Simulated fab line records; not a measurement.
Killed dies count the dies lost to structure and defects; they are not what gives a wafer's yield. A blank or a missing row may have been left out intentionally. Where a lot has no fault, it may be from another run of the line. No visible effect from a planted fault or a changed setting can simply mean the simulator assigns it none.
Matching of chambers || flow n5-finfet || N5_BEOL_M0_SAQP_SPACER2_ETCHBACK_27 on rie-diel-05 has 4 sister chambers
The step etches SiO2 in CHF3/O2, target depth 22.5 nm, time 11.25 s. 8 wafers are shown with their chamber, then 9 later ones without.

EACH WAFER AND ITS CHAMBER
{"wafer": "L083.4", "chamber": 0, "rf-vpp-V (V)": 534, "showerhead-plenum-p-Torr (Torr)": 2.30}
{"wafer": "L086.6", "chamber": 0, "rf-vpp-V (V)": 534, "showerhead-plenum-p-Torr (Torr)": 2.30}
{"wafer": "L090.2", "chamber": 3, "rf-vpp-V (V)": 550, "showerhead-plenum-p-Torr (Torr)": 2.49}
{"wafer": "L090.3", "chamber": 2, "rf-vpp-V (V)": 522, "showerhead-plenum-p-Torr (Torr)": 2.41}
{"wafer": "L090.4", "chamber": 1, "rf-vpp-V (V)": 513, "showerhead-plenum-p-Torr (Torr)": 2.38}
{"wafer": "L093.1", "chamber": 1, "rf-vpp-V (V)": 511, "showerhead-plenum-p-Torr (Torr)": 2.38}
{"wafer": "L093.3", "chamber": 3, "rf-vpp-V (V)": 550, "showerhead-plenum-p-Torr (Torr)": 2.48}
{"wafer": "L093.5", "chamber": 2, "rf-vpp-V (V)": 521, "showerhead-plenum-p-Torr (Torr)": 2.40}

WAFERS MISSING THEIR CHAMBER
{"wafer": "L094.1", "rf-vpp-V (V)": 551, "showerhead-plenum-p-Torr (Torr)": 2.48}
{"wafer": "L094.2", "rf-vpp-V (V)": 511, "showerhead-plenum-p-Torr (Torr)": 2.38}
{"wafer": "L094.5", "rf-vpp-V (V)": 511, "showerhead-plenum-p-Torr (Torr)": 2.38}
{"wafer": "L096.1", "rf-vpp-V (V)": 512, "showerhead-plenum-p-Torr (Torr)": 2.38}
{"wafer": "L096.3", "rf-vpp-V (V)": 523, "showerhead-plenum-p-Torr (Torr)": 2.40}
{"wafer": "L096.5", "rf-vpp-V (V)": 522, "showerhead-plenum-p-Torr (Torr)": 2.40}
{"wafer": "L097.2", "rf-vpp-V (V)": 512, "showerhead-plenum-p-Torr (Torr)": 2.38}
{"wafer": "L097.3", "rf-vpp-V (V)": 549, "showerhead-plenum-p-Torr (Torr)": 2.48}
{"wafer": "L097.4", "rf-vpp-V (V)": 522, "showerhead-plenum-p-Torr (Torr)": 2.40}

EACH ONE'S CHAMBER
{"wafer": "L094.1", "from the rows above": 3, "in truth": 3}
{"wafer": "L094.2", "from the rows above": 1, "in truth": 1}
{"wafer": "L094.5", "from the rows above": 1, "in truth": 1}
{"wafer": "L096.1", "from the rows above": 1, "in truth": 1}
{"wafer": "L096.3", "from the rows above": 2, "in truth": 2}
{"wafer": "L096.5", "from the rows above": 2, "in truth": 2}
{"wafer": "L097.2", "from the rows above": 1, "in truth": 1}
{"wafer": "L097.3", "from the rows above": 3, "in truth": 3}
{"wafer": "L097.4", "from the rows above": 2, "in truth": 2}
Placed correctly: 9 of 9. Number that these rows cannot place: 0. Wrongly placed: 0.
How it was worked out, from the rows above alone: a wafer's distance from a chamber is the root of the sum, over the readings, of the square of ((its reading less the chamber's mean) divided by the reading's scatter). If the next closest chamber is less than 2 further off than the closest, the wafer can't be placed; otherwise it belongs to the closest. For every chamber, the mean is computed from those of its wafers that are shown. How the scatter is found: for the shown wafers, subtract from each reading the mean of its chamber, square and add these, divide the total by (wafers less chambers), then take the root.
